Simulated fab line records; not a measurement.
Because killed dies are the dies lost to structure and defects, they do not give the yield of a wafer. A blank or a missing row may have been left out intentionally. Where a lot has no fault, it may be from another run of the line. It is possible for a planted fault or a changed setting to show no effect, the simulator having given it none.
Matching of chambers	flow n5_finfet	N5_MOL_CONTACT_COAG_STRIP_72 on rie_diel-03 has 4 sister chambers
The step strips in N2/H2. 4 wafers are shown with their chamber, then 12 later ones without.

## EACH WAFER AND ITS CHAMBER
wafer	chamber	showerhead_plenum_p_Torr (Torr)
L084.2	2	2.50
L085.3	3	2.52
L086.2	1	2.60
L086.5	0	2.68

## WAFERS MISSING THEIR CHAMBER
wafer	showerhead_plenum_p_Torr (Torr)
L089.1	2.59
L089.2	2.68
L089.4	2.52
L092.2	2.59
L092.4	2.49
L092.6	2.59
L096.1	2.49
L096.2	2.59
L096.5	2.59
L097.2	2.48
L097.3	2.67
L097.4	2.58

## WHICH CHAMBER EACH WENT THROUGH
wafer	from the rows above	in truth
L089.1	1	1
L089.2	0	0
L089.4	can't be placed: 3 or 2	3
L092.2	1	1
L092.4	can't be placed: 2 or 3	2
L092.6	1	1
L096.1	can't be placed: 2 or 3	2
L096.2	1	1
L096.5	1	1
L097.2	can't be placed: 2 or 3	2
L097.3	0	0
L097.4	1	1
8 of 12 placed correctly. From these rows, 4 cannot be placed; in 4 the true chamber is one of the candidates. 0 placed wrongly.
How it was worked out, from the rows above alone: a wafer's distance from a chamber is the root of the sum, over the readings, of the square of ((its reading less the chamber's mean) divided by the reading's scatter). The wafer belongs to the nearest chamber; if the next one is less than 2 further off, it can't be placed. A chamber's mean is the mean of its shown wafers. The scatter: root of mean squared gap, hidden wafer to nearest shown wafer, with one shown wafer a chamber.
